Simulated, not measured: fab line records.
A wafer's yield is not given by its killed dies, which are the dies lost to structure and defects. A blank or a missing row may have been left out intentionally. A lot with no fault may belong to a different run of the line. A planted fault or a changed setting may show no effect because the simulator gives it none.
fab line records -- flow n5-finfet
[record] lots = 9, wafers = 26, last-day = 18
route steps=1938 shown HKMG_FIN@396 BEOL_M4@1111 PASSIVATION@1936
lots untouched by any fault: they come from a run of this same line in which no faults occurred
start-h: start of the lot's first displayed wafer, in hours after the record's first day -- wait-h: time in hours since the lot's previous step -- " same as the row above -- L1.1+2: a single row standing in for several wafers -- - no value present, or no start provided -- * or withheld: withheld -- < > ~ a bound
route shown NAME@n: NAME is a module with steps in the file, n the number in the route of the first one -- usual: mean/standard deviation taken from wafers without a fault -- same: alike in all rows -- chamber/n: place in a boat -- sites: readings site by site -- _std_site: the standard deviation of these -- _edge_site: outer sites' mean less inner sites' -- radius-mm: how far each site lies from the wafer's centre -- mask NAME#n: copy n -- behind: the last tool/chamber to shape the wafer -- hold: cause of the lot's hold/its duration in hours/its outcome -- device: transistor that didn't switch, given as n, p or np -- end of line: the tests these same wafers got at the end of their route -- a step without rows: its recipe alone -- killed: not the wafer's yield, but the dies lost to structure and defects at the first sort -- map: the dies of a wafer, with x for killed, . for not killed, _ for no die there
set.NAME: the setting the step ran with; set.NAME@STEP: the setting that earlier step ran with -- model.NAME: the simulator's own value behind a step, which no gauge read
route steps across a sampled set of lots; one table per step, one row per wafer
services: a tool's chamber out of use, with start hour (start-h, from the record's first day; less than 0 if before it), hours out, and reason
[[steps]]
[step N5_HKMG_FIN_PEB_47]
[recipe] peb-temp-c = withheld, peb-time-s = 60, resist = CAR-ArF
lot.wafer,tool,chamber,start-h,wait-h
L951.4+5+6,litho-track-05,0,77.21,0.0
L952.2+3+4,litho-track-03,0,87.48,0.0
L960.2+4+5,litho-track-03,0,131.11,0.0
L961.2+4+5,litho-track-03,0,134.85,0.0
L963.4+5+6,litho-track-03,0,145.39,0.0
L967.2+6,litho-track-03,0,170.07,0.0
L972.3+5+6,litho-track-05,0,200.65,0.0
L973.1+3+5,litho-track-04,0,208.99,0.1
L974.2+3+4,litho-track-05,0,217.39,0.0
[step N5_HKMG_FIN_CD_MEAS_49]
[recipe] target-cd-nm = 202, landing-energy-ev = 500, detector = se-inlens, polarity = opening
[usual] cd-nm = 201.7/0.61
[same] landing-energy-ev = 500
lot.wafer,tool,chamber,start-h,wait-h,cd-nm
L951.4,cd-sem-03,0,77.28,-,202.0
L951.5,cd-sem-03,0,77.28,-,201.6
L951.6,cd-sem-03,0,77.28,-,201.4
L952.2,cd-sem-01,0,87.55,-,201.6
L952.3,cd-sem-01,0,87.55,-,201.7
L952.4,cd-sem-01,0,87.55,-,202.1
L960.2,cd-sem-01,0,131.18,-,201.6
L960.4,cd-sem-01,0,131.18,-,201.5
L960.5,cd-sem-01,0,131.18,-,201.3
L961.2,cd-sem-01,0,134.91,-,201.8
L961.4,cd-sem-01,0,134.91,-,202.3
L961.5,cd-sem-01,0,134.91,-,201.7
L963.4,cd-sem-03,0,145.46,-,200.5
L963.5,cd-sem-03,0,145.46,-,201.5
L963.6,cd-sem-03,0,145.46,-,199.2
L967.2,cd-sem-03,0,170.14,-,201.1
L967.6,cd-sem-03,0,170.14,-,199.9
L972.3,cd-sem-02,0,200.72,-,201.7
L972.5,cd-sem-02,0,200.72,-,201.5
L972.6,cd-sem-02,0,200.72,-,202.2
L973.1,cd-sem-02,0,209.05,-,201.1
L973.3,cd-sem-02,0,209.05,-,201.5
L973.5,cd-sem-02,0,209.05,-,200.4
L974.2,cd-sem-01,0,217.46,-,202.3
L974.3,cd-sem-01,0,217.46,-,201.4
L974.4,cd-sem-01,0,217.46,-,201.0
[step N5_HKMG_FIN_INSPECT_61]
[recipe] mode = adi, inspect-instrument = macro
[usual] raw-defect-count = 2.1/1.3
lot.wafer,tool,chamber,start-h,wait-h,raw-defect-count
L951.4,defect-inspect-02,-,77.33,0.0,3
L951.5,defect-inspect-02,-,77.33,0.0,2
L951.6,defect-inspect-02,-,77.33,0.0,3
L952.2,defect-inspect-02,-,87.60,0.0,4
L952.3,defect-inspect-02,-,87.60,0.0,3
L952.4,defect-inspect-02,-,87.60,0.0,2
L960.2,defect-inspect-01,-,131.23,0.0,0
L960.4,defect-inspect-01,-,131.23,0.0,3
L960.5,defect-inspect-01,-,131.23,0.0,1
L961.2,defect-inspect-01,-,134.97,0.0,1
L961.4,defect-inspect-01,-,134.97,0.0,0
L961.5,defect-inspect-01,-,134.97,0.0,2
L963.4,defect-inspect-02,-,145.51,0.0,2
L963.5,defect-inspect-02,-,145.51,0.0,0
L963.6,defect-inspect-02,-,145.51,0.0,2
L967.2,defect-inspect-01,-,170.19,0.0,4
L967.6,defect-inspect-01,-,170.19,0.0,6
L972.3,defect-inspect-01,-,200.77,0.0,4
L972.5,defect-inspect-01,-,200.77,0.0,3
L972.6,defect-inspect-01,-,200.77,0.0,1
L973.1,defect-inspect-02,-,209.11,0.0,1
L973.3,defect-inspect-02,-,209.11,0.0,1
L973.5,defect-inspect-02,-,209.11,0.0,2
L974.2,defect-inspect-01,-,217.51,0.0,1
L974.3,defect-inspect-01,-,217.51,0.0,1
L974.4,defect-inspect-01,-,217.51,0.0,1
[step N5_HKMG_FIN_ETCH_54]
[recipe] chemistry = CF4, target = SiARC, target-depth-a = 455, mask-material = CAR-ArF, time-s = 75.8, ion-energy-ev = 80, pressure-mtorr = 40, source-w = 545, bias-w = 36, Ar_flow_sccm = 100, cf4-flow-sccm = 100, ends = cleared
[usual] cf4-flow-sccm = 100.03/0.27, drypump-motor-current-A = 5.4/0.33, etch-rf-on-time-s = 74.9/1.7, mfc-ar-sccm = 100.0/0.3, oes-product-au = 0.65/0.064, rf-vpp-V = 184.6/0.89, showerhead-plenum-p-Torr = 2.19/0.052, throttle-valve-pct = 15.64/0.13
lot.wafer,tool,chamber,start-h,wait-h,cf4-flow-sccm,drypump-motor-current-A,etch-rf-on-time-s,mfc-ar-sccm,oes-product-au,rf-hours-counter-h,rf-vpp-V,showerhead-plenum-p-Torr,throttle-valve-pct
L951.4,rie-diel-02,0,77.80,0.0,100.41,5.2,76.0,100.1,0.58,248,183.9,2.03,16.01
L951.5,rie-diel-02,1,77.80,0.0,99.92,5.7,78.3,100.3,0.62,-,185.8,2.23,15.76
L951.6,rie-diel-02,0,77.80,0.0,100.58,5.2,76.0,100.7,0.59,-,182.9,2.03,16.00
L952.2,rie-diel-06,1,87.67,0.0,100.07,5.6,75.5,99.9,0.63,178,184.8,2.22,15.53
L952.3,rie-diel-06,0,87.67,0.0,99.89,5.2,74.4,100.2,0.69,96,184.8,2.25,15.75
L952.4,rie-diel-06,1,87.67,0.0,99.64,5.6,75.0,100.4,0.63,-,185.2,2.22,15.54
L960.2,rie-diel-02,0,131.30,0.0,100.00,5.2,75.6,100.1,0.81,12,185.9,2.28,15.52
L960.4,rie-diel-02,3,131.30,0.0,100.12,5.8,74.7,100.2,0.66,117,185.0,2.15,15.68
L960.5,rie-diel-02,3,131.30,0.0,100.08,5.9,74.7,100.5,0.65,-,183.6,2.15,15.69
L961.2,rie-diel-01,2,135.90,0.0,99.78,4.8,73.7,99.7,0.64,176,186.5,2.14,15.68
L961.4,rie-diel-01,1,135.90,0.0,99.91,6.2,72.9,99.6,0.71,73,182.6,2.16,15.50
L961.5,rie-diel-01,3,135.90,0.0,99.85,5.2,76.6,99.9,0.62,-,184.2,2.13,15.56
L963.4,rie-diel-01,1,145.64,0.0,99.92,6.1,72.9,100.2,0.69,79,184.5,2.16,15.50
L963.5,rie-diel-01,3,145.64,0.0,100.39,5.2,76.7,99.7,0.62,-,184.4,2.13,15.59
L963.6,rie-diel-01,0,145.64,0.0,100.12,5.6,74.5,99.6,0.60,-,184.0,2.21,15.55
L967.2,rie-diel-06,0,170.26,0.0,99.91,5.2,74.7,100.3,0.66,126,184.8,2.24,15.81
L967.6,rie-diel-06,2,170.26,0.0,100.05,4.9,76.2,100.3,0.62,-,185.5,2.22,15.41
L972.3,rie-diel-06,0,200.84,0.0,100.04,5.1,74.1,100.5,0.65,137,184.5,2.23,15.84
L972.5,rie-diel-06,3,200.84,0.0,99.78,5.7,71.1,99.7,0.81,-,184.6,2.10,15.56
L972.6,rie-diel-06,1,200.84,0.0,100.70,5.6,74.3,100.0,0.61,-,184.5,2.21,15.61
L973.1,rie-diel-01,2,209.18,0.0,100.07,4.8,74.8,99.8,0.62,205,183.8,2.13,15.73
L973.3,rie-diel-01,0,209.18,0.0,99.62,5.6,75.5,99.6,0.59,244,185.0,2.21,15.60
L973.5,rie-diel-01,3,209.18,0.0,99.63,5.2,77.7,99.5,0.61,-,184.5,2.12,15.62
L974.2,rie-diel-02,3,217.58,0.0,99.94,5.9,75.4,100.4,0.63,151,184.3,2.14,15.76
L974.3,rie-diel-02,1,217.58,0.0,100.02,5.6,78.3,100.3,0.59,213,184.1,2.21,15.85
L974.4,rie-diel-02,0,217.58,0.0,99.67,5.2,76.7,99.6,0.75,44,185.2,2.27,15.61
[step N5_HKMG_FIN_STRIP_93]
[recipe] chemistry = N2/H2, material = SOC, time-s = 20, power-w = 500, temp-c = 40, pressure-mtorr = 50, rf-frequency-hz = 6e+07, bias-power-w = 8, h2-frac = 0.5, n2-flow-sccm = 300, h2-flow-sccm = 300
[usual] drypump-motor-current-A = 5.4/0.34, n2-flow-sccm = 300.0/0.84, oes-product-au = 0.76/0.076, rf-vpp-V = 54.4/0.87, showerhead-plenum-p-Torr = 3.43/0.081, throttle-valve-pct = 19.1/0.4
[same] time-s = 20
lot.wafer,tool,chamber,start-h,wait-h,drypump-motor-current-A,n2-flow-sccm,oes-product-au,rf-hours-counter-h,rf-vpp-V,showerhead-plenum-p-Torr,throttle-valve-pct
L951.4,rie-diel-02,0,78.50,0.2,5.2,299.6,0.70,249,52.5,3.18,19.6
L951.5,rie-diel-02,1,78.50,0.2,5.7,299.6,0.72,-,54.9,3.50,19.7
L951.6,rie-diel-02,0,78.50,0.2,5.2,300.6,0.70,-,53.8,3.18,19.6
L952.2,rie-diel-06,1,88.36,0.2,5.6,298.4,0.73,179,55.2,3.46,18.5
L952.3,rie-diel-06,0,88.36,0.2,5.2,299.5,0.81,96,54.0,3.53,19.9
L952.4,rie-diel-06,1,88.36,0.2,5.6,298.3,0.73,-,54.4,3.46,18.5
L960.2,rie-diel-02,0,132.00,0.2,5.2,298.7,0.96,12,53.9,3.58,19.2
L960.4,rie-diel-02,3,132.00,0.2,5.9,299.4,0.78,118,53.8,3.37,18.9
L960.5,rie-diel-02,3,132.00,0.2,5.9,300.0,0.77,-,54.1,3.37,18.9
L961.2,rie-diel-01,2,136.59,0.2,4.8,300.5,0.74,177,55.4,3.35,18.8
L961.4,rie-diel-01,1,136.59,0.2,6.2,299.8,0.83,73,55.1,3.40,19.2
L961.5,rie-diel-01,3,136.59,0.2,5.2,299.3,0.73,-,54.3,3.34,19.1
L963.4,rie-diel-01,1,146.33,0.2,6.1,300.9,0.83,79,55.9,3.39,19.2
L963.5,rie-diel-01,3,146.33,0.2,5.2,300.1,0.72,-,53.3,3.33,19.1
L963.6,rie-diel-01,0,146.33,0.2,5.6,299.8,0.70,-,55.0,3.46,19.2
L967.2,rie-diel-06,0,170.95,0.2,5.2,302.1,0.78,126,53.9,3.51,20.0
L967.6,rie-diel-06,2,170.95,0.2,5.0,300.2,0.73,-,55.0,3.47,19.2
L972.3,rie-diel-06,0,201.53,0.2,5.2,300.5,0.77,137,54.6,3.51,20.0
L972.5,rie-diel-06,3,201.53,0.2,5.7,299.7,0.95,-,54.6,3.28,19.2
L972.6,rie-diel-06,1,201.53,0.2,5.6,300.5,0.71,-,54.3,3.43,18.5
L973.1,rie-diel-01,2,209.87,0.2,4.8,299.7,0.71,205,55.1,3.34,18.8
L973.3,rie-diel-01,0,209.87,0.2,5.6,300.7,0.68,245,55.0,3.45,19.2
L973.5,rie-diel-01,3,209.87,0.2,5.2,302.1,0.70,-,53.8,3.32,19.1
L974.2,rie-diel-02,3,218.27,0.2,5.9,300.8,0.74,152,54.0,3.35,18.9
L974.3,rie-diel-02,1,218.27,0.2,5.6,298.4,0.68,213,53.9,3.47,19.8
L974.4,rie-diel-02,0,218.27,0.2,5.2,299.9,0.87,44,53.7,3.56,19.3
[step N5_BEOL_M4_RC_MEAS_101]
[usual] DIBL_N = 36.1/1.6, DIBL_P = 36.6/1.9, IOFF_N = 0.160/0.026, IOFF_P = 0.210/0.028, ION_N = 677/10, ION_P = 464/6.9, SS_N = 71.4/0.56, SS_P = 73.3/0.61, VT_N = 249.1/2.6, VT_P = -250/3.3
lot.wafer,tool,chamber,start-h,wait-h,DIBL_N[mV/V],DIBL_P[mV/V],IOFF_N[nA/um],IOFF_P[nA/um],ION_N[uA/um],ION_P[uA/um],SS_N[mV/dec],SS_P[mV/dec],VT_N[mV],VT_P[mV]
L951.4,prober-01,0,167.43,0.5,36.5,35.3,0.142,0.179,670,466,71.4,73.5,250.7,-255
L951.5,prober-01,0,167.43,0.5,38.0,38.2,0.173,0.216,682,468,71.7,74.4,249.5,-250
L951.6,prober-01,0,167.43,0.5,36.2,35.1,0.145,0.173,679,460,71.7,73.0,250.8,-255
L952.2,prober-01,0,186.81,0.2,37.3,38.1,0.174,0.238,687,473,71.9,73.8,250.0,-248
L952.3,prober-01,0,186.81,0.2,34.0,33.5,0.107,0.166,657,455,71.0,72.6,256.2,-255
L952.4,prober-01,0,186.81,0.2,35.0,34.0,0.120,0.170,663,458,70.8,73.5,253.8,-254
L960.2,prober-01,0,235.68,0.2,37.0,36.2,0.134,0.190,681,463,71.4,73.1,250.9,-253
L960.4,prober-01,0,235.68,0.2,37.7,36.5,0.139,0.178,664,456,71.0,72.9,251.3,-252
L960.5,prober-01,0,235.68,0.2,36.6,34.9,0.134,0.172,663,460,70.8,73.1,252.4,-254
L961.2,prober-02,0,238.73,0.2,37.1,38.9,0.188,0.238,682,469,71.4,73.8,248.1,-248
L961.4,prober-02,0,238.73,0.2,33.0,33.9,0.120,0.171,656,458,70.5,72.0,250.7,-250
L961.5,prober-02,0,238.73,0.2,33.2,33.5,0.129,0.158,666,454,70.8,72.4,251.3,-256
L963.4,prober-02,0,258.82,0.5,37.9,37.7,0.183,0.200,669,446,72.2,74.2,247.5,-254
L963.5,prober-02,0,258.82,0.5,38.8,39.6,0.205,0.236,692,464,71.5,74.3,244.7,-250
L963.6,prober-02,0,258.82,0.5,35.5,34.0,0.139,0.154,666,448,70.5,72.4,249.5,-258
L967.2,prober-02,0,278.07,0.2,35.7,37.0,0.149,0.207,682,465,71.2,73.2,250.4,-249
L967.6,prober-02,0,278.07,0.2,39.0,40.5,0.220,0.262,697,477,71.9,73.4,242.8,-247
L973.1,prober-02,0,295.72,0.0,35.4,33.3,0.125,0.197,661,459,71.2,73.2,252.5,-250
L973.3,prober-02,0,295.72,0.0,34.4,33.6,0.127,0.199,671,469,70.7,73.0,251.0,-249
L973.5,prober-02,0,295.72,0.0,36.7,35.4,0.148,0.233,662,463,71.7,73.4,249.6,-249
L972.3,prober-02,0,311.66,0.3,37.6,38.1,0.174,0.210,688,464,71.7,73.8,248.4,-252
L972.5,prober-02,0,311.66,0.3,35.0,36.6,0.144,0.189,675,459,71.2,72.9,250.1,-255
L972.6,prober-02,0,311.66,0.3,35.9,36.8,0.145,0.185,672,452,71.4,73.8,251.0,-253
L974.2,prober-02,0,328.55,0.2,35.3,35.8,0.152,0.208,679,467,72.3,73.2,248.8,-248
L974.3,prober-02,0,328.55,0.2,34.2,35.1,0.135,0.202,671,462,71.0,72.5,247.0,-249
L974.4,prober-02,0,328.55,0.2,36.9,38.2,0.194,0.246,687,473,71.9,73.0,243.7,-244
[step N5_PASSIVATION_PROBE_49]
[usual] defect-limited-yield = 91.3/1.5, killed_at_M0_to_M3 = 34/10, killed_at_M4_up = 13/4.9, killed-at-contacts = 13/6.1, killed-at-front-end = 39/13, killed-at-other = 4.1/2.7, killed-dies = 103/18, killed-open = 68/13, killed-short = 32/7.6, sort_bin_5_function = 5.2/1, sort_bin_6_memory = 3.2/0.75, sort-n-pass = 1077/18, sort-yield-pct = 91.3/1.5
[same] gross-dies = 1180, killed-at-back-side = 0, sort_bin_4_leakage[%] = 0, sort_bin_8_speed[%] = 0
lot.wafer,tool,chamber,start-h,wait-h,defect-limited-yield[%],killed_at_M0_to_M3,killed_at_M4_up,killed-at-contacts,killed-at-front-end,killed-at-other,killed-dies,killed-open,killed-short,sort_bin_5_function[%],sort_bin_6_memory[%],sort-n-pass,sort-yield-pct[%]
L961.2,prober-02,-,345.38,0.1,91.2,41,15,11,30,7,104,67,34,4.9,3.6,1076,91.2
L961.5,prober-02,-,345.53,0.2,91.0,52,10,12,29,3,106,61,42,5.8,3.0,1074,91.0
L963.4,prober-01,-,360.74,0.9,92.0,29,9,26,29,1,94,69,23,4.4,3.2,1086,92.0
L963.5,prober-01,-,360.79,0.9,88.8,49,9,36,36,2,132,93,38,6.9,4.0,1048,88.8
L963.6,prober-01,-,360.84,1.0,89.2,43,12,29,42,2,128,85,42,6.3,4.2,1052,89.2
// killed by level:class
L961.2 MOL_CONTACT_COAG:geometric-particle:open=9 BEOL_M1:geometric-particle:open=8 BEOL_M0_SAQP:geometric-particle:open=7 BEOL_M0_SAQP:geometric-particle:short=7 FIN_SAQP:geometric-particle:short=6 STI_FIN_REVEAL:geometric-particle:open=6 BEOL_M3:geometric-particle:open=6 GATE_CUT:geometric-particle:short=4
L961.5 BEOL_M0_SAQP:geometric-particle:open=13 BEOL_M3:geometric-particle:open=12 BEOL_M0_SAQP:geometric-particle:short=11 BEOL_M1:geometric-particle:open=9 STI_FIN_REVEAL:geometric-particle:open=6 MOL_CONTACT_COAG:geometric-particle:open=6 MOL_CONTACT_COAG:geometric-particle:short=6 STARTING-WAFER:geometric-particle:short=5
L963.4 MOL_CONTACT_COAG:geometric-particle:open=22 BEOL_M2:geometric-particle:open=10 BEOL_M3:geometric-particle:open=9 FIN_SAQP:geometric-particle:short=6 DUMMY_GATE:geometric-particle:open=6 FIN_SAQP:geometric-particle:open=4 MOL_CONTACT_COAG:geometric-particle:short=4 BEOL_M1:geometric-particle:open=4
L963.5 MOL_CONTACT_COAG:geometric-particle:open=29 FIN_SAQP:geometric-particle:open=10 BEOL_M0_SAQP:geometric-particle:short=10 STI_FIN_REVEAL:geometric-particle:open=8 BEOL_M3:geometric-particle:open=8 MOL_CONTACT_COAG:geometric-particle:short=7 BEOL_M0_SAQP:geometric-particle:open=7 FIN_SAQP:geometric-particle:short=6
L963.6 MOL_CONTACT_COAG:geometric-particle:open=22 FIN_SAQP:geometric-particle:open=17 FIN_SAQP:geometric-particle:short=12 BEOL_M3:geometric-particle:open=11 BEOL_M0_SAQP:geometric-particle:short=8 MOL_CONTACT_COAG:geometric-particle:short=7 BEOL_M0_SAQP:geometric-particle:open=7 BEOL_M2:geometric-particle:open=6
[[services]]
tool,chamber,start-h,hours,kind
rie-diel-06,-,58.20,0.8,repair
rie-diel-01,1,81.67,5.2,repair
rie-diel-02,0,81.85,-,clean
rie-diel-02,0,81.85,-,consumable-replace:focus-ring
rie-diel-02,0,81.85,-,consumable-replace:showerhead
rie-diel-02,0,81.85,16.1,scheduled-down
rie-diel-02,0,81.85,16.1,vent-cycle
rie-diel-02,2,82.00,6.6,repair
rie-diel-01,-,85.27,0.6,repair
rie-diel-06,3,86.01,8.5,repair
rie-diel-02,1,87.60,7.7,repair
rie-diel-02,1,101.25,2.7,repair
rie-diel-06,3,105.77,-,clean
rie-diel-06,3,105.77,-,consumable-replace:focus-ring
rie-diel-06,3,105.77,17.6,scheduled-down
rie-diel-06,3,105.77,17.6,vent-cycle
rie-diel-06,-,127.99,14.6,pm
litho-track-04,-,138.65,-,consumable-replace:filter
rie-diel-01,1,191.40,6.2,repair
rie-diel-06,2,200.16,11.6,repair
litho-track-03,-,208.14,-,consumable-replace:filter
[[key]]
[first-sign] step = N5_HKMG_FIN_CD_MEAS_49, reading = cd-nm, direction = down, sigmas = 3.6, usual = 201.7, struck = 199.5
effect none on later readings
met-at N5_HKMG_FIN_PEB_47
struck-lots L963,L967
struck-wafers L963.6,L967.6
not-acting-at N5_HKMG_FIN_INSPECT_61,N5_HKMG_FIN_ETCH_54,N5_HKMG_FIN_STRIP_93
onset-between 134.85 145.39
[fault] kind = process-parameter-drift, tool = litho-track-03, chamber = -, onset-h = 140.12, steps = N5_HKMG_FIN_PEB_47, channel = peb-time-s, offset = *, shape = step, end-h = 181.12, scope = struck-wafers-only, acts-in = *, stated = *
